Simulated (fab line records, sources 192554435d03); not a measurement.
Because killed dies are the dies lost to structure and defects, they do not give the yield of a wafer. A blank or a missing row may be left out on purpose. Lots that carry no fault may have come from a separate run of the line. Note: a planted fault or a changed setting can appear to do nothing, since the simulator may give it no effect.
What tool caused it?    flow n5 finfet    24 lots with 72 wafers sampled at 5 steps, on a route of 1938 steps

WHAT THE GAUGES SHOWED, per wafer
N5_BEOL_M11_INSPECT_13: inspects for defects (brightfield). Usual: raw defect count reads 400 (standard deviation 100).
lot   measured      on                 raw defect count  flag
L074  day 11 14:07  defect inspect-01  293 345 354       
L075  day 11 22:53  defect inspect-02  428 627 417       
L077  day 12 05:22  defect inspect-02  403 493 835       
L076  day 12 22:08  defect inspect-02  389 508 367       
L078  day 12 22:22  defect inspect-01  347 399 269       
L079  day 13 04:22  defect inspect-02  517 536 440       
L080  day 13 04:32  defect inspect-01  427 553 283       
L081  day 13 14:10  defect inspect-02  489 597 433       
L082  day 14 00:11  defect inspect-01  452 365 338       
L083  day 14 01:27  defect inspect-01  463 365 457       
L084  day 14 08:00  defect inspect-01  250 259 307       
L086  day 14 08:53  defect inspect-01  284 328 280       
L085  day 14 20:20  defect inspect-01  448 264 293       
L087  day 14 23:23  defect inspect-01  280 403 358       
L088  day 15 05:48  defect inspect-02  356 510 472       
L089  day 15 05:58  defect inspect-02  466 494 476       
L090  day 15 12:57  defect inspect-02  402 378 339       
L092  day 16 03:50  defect inspect-02  308 464 289       
L091  day 16 04:00  defect inspect-02  394 487 489       
L093  day 16 09:03  defect inspect-02  351 379 355       
L094  day 16 12:59  defect inspect-02  385 410 473       
L095  day 16 19:47  defect inspect-01  280 264 285       
L096  day 17 15:12  defect inspect-01  419 325 360       
L097  day 17 20:38  defect inspect-02  296 334 303       

N5_BEOL_M11_INSPECT_58: inspects for defects (darkfield). Usual: raw defect count reads 69 (standard deviation 22).
lot   measured      on                 raw defect count  flag
L074  day 11 18:47  defect inspect-02  59 79 55          
L075  day 12 05:57  defect inspect-02  99 99 78          
L077  day 12 13:18  defect inspect-02  95 90 89          
L076  day 13 03:11  defect inspect-01  63 51 64          
L078  day 13 05:12  defect inspect-01  69 57 64          
L079  day 13 10:23  defect inspect-01  63 73 52          
L080  day 13 11:20  defect inspect-02  58 74 87          
L081  day 13 21:55  defect inspect-02  44 78 58          
L082  day 14 07:58  defect inspect-01  69 69 57          
L083  day 14 08:58  defect inspect-02  116 110 91        
L084  day 14 13:46  defect inspect-01  35 71 44          
L086  day 14 13:29  defect inspect-02  88 123 105        
L085  day 15 02:56  defect inspect-01  61 90 45          
L087  day 15 04:27  defect inspect-01  53 56 87          
L088  day 15 11:22  defect inspect-01  49 71 110         
L089  day 15 11:23  defect inspect-02  63 43 38          
L090  day 15 18:38  defect inspect-02  79 59 89          
L092  day 16 11:04  defect inspect-02  101 49 90         
L091  day 16 13:44  defect inspect-01  34 48 66          
L093  day 16 14:23  defect inspect-01  57 85 110         
L094  day 16 17:53  defect inspect-01  88 73 73          
L095  day 17 00:55  defect inspect-01  20 56 47          
L096  day 17 21:22  defect inspect-01  39 28 57          
L097  day 18 01:24  defect inspect-02  61 62 53          

N5_BEOL_M12_CD_MEAS_17: the cd target is 140 nm. Usual: cd nm reads 140.2 nm (standard deviation 1.7).
lot   measured      on         cd nm (nm)         flag
L074  day 11 20:02  cd sem-03  141.3 141.6 141.8  
L075  day 12 07:08  cd sem-02  139.7 139.8 139.1  
L077  day 12 14:29  cd sem-02  138.2 134.7 138.3  
L076  day 13 04:14  cd sem-01  138.0 139.8 138.8  
L078  day 13 06:15  cd sem-02  139.8 138.1 137.9  
L079  day 13 11:27  cd sem-01  138.4 140.2 139.0  
L080  day 13 12:23  cd sem-03  138.0 136.6 138.0  
L081  day 13 23:10  cd sem-03  142.1 137.3 138.1  
L082  day 14 09:08  cd sem-01  139.5 139.5 140.6  
L083  day 14 10:01  cd sem-03  140.7 140.4 140.2  
L084  day 14 15:40  cd sem-01  139.3 141.3 142.7  
L086  day 14 15:25  cd sem-01  141.0 140.0 141.0  
L085  day 15 04:31  cd sem-02  140.4 141.2 141.5  
L087  day 15 05:44  cd sem-02  140.1 142.5 142.2  
L088  day 15 12:33  cd sem-01  140.9 140.4 140.2  
L089  day 15 12:44  cd sem-02  140.0 141.1 141.1  
L090  day 15 20:01  cd sem-02  139.8 141.3 139.7  
L092  day 16 12:07  cd sem-02  139.6 140.4 139.8  
L091  day 16 14:50  cd sem-01  141.5 144.9 142.2  
L093  day 16 15:29  cd sem-03  139.6 141.1 138.9  
L094  day 16 18:56  cd sem-01  140.1 140.1 136.3  
L095  day 17 01:58  cd sem-03  139.3 139.0 139.5  
L096  day 17 22:59  cd sem-01  141.8 140.1 142.6  
L097  day 18 02:38  cd sem-02  142.7 142.9 143.9  

N5_BEOL_M13_CD_MEAS_10: the cd target is 190 nm. Usual: cd nm reads 190.6 nm (standard deviation 1.1).
lot   measured      on         cd nm (nm)         flag
L074  day 12 00:34  cd sem-01  190.1 189.3 190.9  
L075  day 12 12:17  cd sem-03  189.8 190.2 190.2  
L077  day 12 19:07  cd sem-02  191.4 191.3 191.9  
L076  day 13 08:59  cd sem-01  191.8 192.9 193.4  
L078  day 13 09:50  cd sem-01  190.8 191.2 190.4  
L079  day 13 16:51  cd sem-01  189.2 190.3 190.1  
L080  day 13 18:57  cd sem-03  190.4 189.9 189.1  
L081  day 14 04:12  cd sem-01  190.0 190.3 190.2  
L082  day 14 14:31  cd sem-01  188.8 189.2 189.2  
L083  day 14 18:05  cd sem-01  192.9 192.1 193.4  
L084  day 14 22:03  cd sem-02  190.1 191.0 190.3  
L086  day 14 18:53  cd sem-02  190.8 189.4 190.1  
L085  day 15 09:50  cd sem-03  190.9 190.2 190.7  
L087  day 15 12:26  cd sem-02  190.7 191.0 190.0  
L088  day 15 18:52  cd sem-02  190.7 191.2 190.4  
L089  day 15 19:02  cd sem-01  191.1 191.6 190.7  
L090  day 16 06:38  cd sem-03  192.4 193.1 192.2  
L092  day 16 18:46  cd sem-03  190.4 190.0 190.5  
L091  day 16 19:03  cd sem-02  190.8 191.7 191.0  
L093  day 16 19:20  cd sem-01  190.4 189.5 189.8  
L094  day 16 22:10  cd sem-02  189.3 189.5 188.6  
L095  day 17 08:05  cd sem-03  191.5 191.4 190.2  
L096  day 18 02:33  cd sem-03  191.5 190.7 191.8  
L097  day 18 06:01  cd sem-01  189.9 190.0 188.7  

WHAT TOOL EACH LOT RAN ON (gives the tool, then ch and the chambers of the sampled wafers, and finally the start)
lot   N5_BEOL_M11_STRIP_77
L074  rie diel-04 ch 0,1, day 11 18:47 or earlier
L075  rie diel-04 ch 1,3, day 12 05:57 or earlier
L077  rie diel-04 ch 1,3, day 12 13:18 or earlier
L076  rie diel-01 ch 0,1,3, day 13 03:11 or earlier
L078  rie diel-06 ch 2,3, day 13 05:12 or earlier
L079  rie diel-06 ch 0,2,3, day 13 10:23 or earlier
L080  rie diel-04 ch 1,2,3, day 13 11:20 or earlier
L081  rie diel-01 ch 0,2,3, day 13 21:55 or earlier
L082  rie diel-04 ch 0,1,2, day 14 07:58 or earlier
L083  rie diel-06 ch 0,1,2, day 14 08:58 or earlier
L084  rie diel-04 ch 0,1,2, day 14 13:46 or earlier
L086  rie diel-01 ch 0,1,2, day 14 13:29 or earlier
L085  rie diel-06 ch 0,1, day 15 02:56 or earlier
L087  rie diel-04 ch 1,2,3, day 15 04:27 or earlier
L088  rie diel-06 ch 0,1, day 15 11:22 or earlier
L089  rie diel-01 ch 1,2,3, day 15 11:23 or earlier
L090  rie diel-04 ch 0,1,2, day 15 18:38 or earlier
L092  rie diel-06 ch 0,3, day 16 11:04 or earlier
L091  rie diel-04 ch 0,1,2, day 16 13:44 or earlier
L093  rie diel-04 ch 1,3, day 16 14:23 or earlier
L094  rie diel-04 ch 1,2, day 16 17:53 or earlier
L095  rie diel-04 ch 0,2,3, day 17 00:55 or earlier
L096  rie diel-06 ch 1,2,3, day 17 21:22 or earlier
L097  rie diel-01 ch 0,3, day 18 01:24 or earlier
- N5_BEOL_M11_STRIP_77: strips in N2/H2, time 10 s.

WHAT THE TOOLS THEMSELVES READ (means of the sampled wafers that have a number; where no wafer has one, the mark that the record gives instead)
N5_BEOL_M11_STRIP_77. Usual: drypump motor current A 5.8 A, standard deviation 0.54; oes product au 0.80 a.u., standard deviation 0.069; rf vpp V 59.2 V, standard deviation 0.88; showerhead plenum p Torr 2.56 Torr, standard deviation 0.091; throttle valve pct 23.70 %, standard deviation 0.21.
lot   tool         drypump motor current A (A)  oes product au (a.u.)  rf vpp V (V)  showerhead plenum p Torr (Torr)  throttle valve pct (%)  flag
L074  rie diel-04  5.5                          0.85                   59.6          2.68                             23.50                   
L075  rie diel-04  5.9                          0.78                   59.0          2.62                             23.66                   
L077  rie diel-04  5.9                          0.79                   60.3          2.62                             23.67                   
L076  rie diel-01  5.9                          0.81                   58.8          2.53                             23.51                   
L078  rie diel-06  6.1                          0.81                   58.8          2.52                             23.93                   
L079  rie diel-06  6.0                          0.81                   59.5          2.52                             23.86                   
L080  rie diel-04  6.0                          0.79                   57.9          2.55                             23.79                   
L081  rie diel-01  5.3                          0.79                   59.1          2.48                             23.53                   
L082  rie diel-04  5.8                          0.78                   59.5          2.58                             23.74                   
L083  rie diel-06  5.9                          0.80                   59.7          2.55                             23.73                   
L084  rie diel-04  5.8                          0.78                   59.1          2.58                             23.76                   
L086  rie diel-01  5.7                          0.77                   59.9          2.51                             23.65                   
L085  rie diel-06  5.4                          0.74                   59.6          2.53                             23.67                   
L087  rie diel-04  6.0                          0.76                   59.0          2.54                             23.81                   
L088  rie diel-06  5.9                          0.79                   59.0          2.55                             23.67                   
L089  rie diel-01  5.7                          0.77                   59.0          2.48                             23.59                   
L090  rie diel-04  5.8                          0.77                   58.7          2.58                             23.76                   
L092  rie diel-06  5.8                          0.87                   60.0          2.62                             23.72                   
L091  rie diel-04  5.8                          0.78                   60.0          2.58                             23.77                   
L093  rie diel-04  5.9                          0.76                   59.5          2.61                             23.71                   
L094  rie diel-04  6.1                          0.72                   58.7          2.49                             23.98                   
L095  rie diel-04  5.8                          0.80                   59.6          2.55                             23.71                   
L096  rie diel-06  5.6                          0.90                   58.3          2.59                             23.68                   
L097  rie diel-01  5.4                          0.78                   59.3          2.52                             23.51                   

THE ANSWER, worked out from the rows above alone
Rule: take the mean of a lot's wafers that have a number; if it is more than 3 standard deviations from the usual mean, the lot is off. A lot without any number at a reading at which 4 lots or more have one is off too. Any other lot the step has rows for is counted as sound. After the gauges, taken in route order, come the tools' own readings; for these a lot's mean is taken, as printed above. The first step at which some lot is off is used, and at that step the reading that is off furthest; a lot without a number counts as furthest.
Nothing can be told from this: no lot is off at any reading shown.

WHAT HAD BEEN PUT IN BY THE SIMULATOR
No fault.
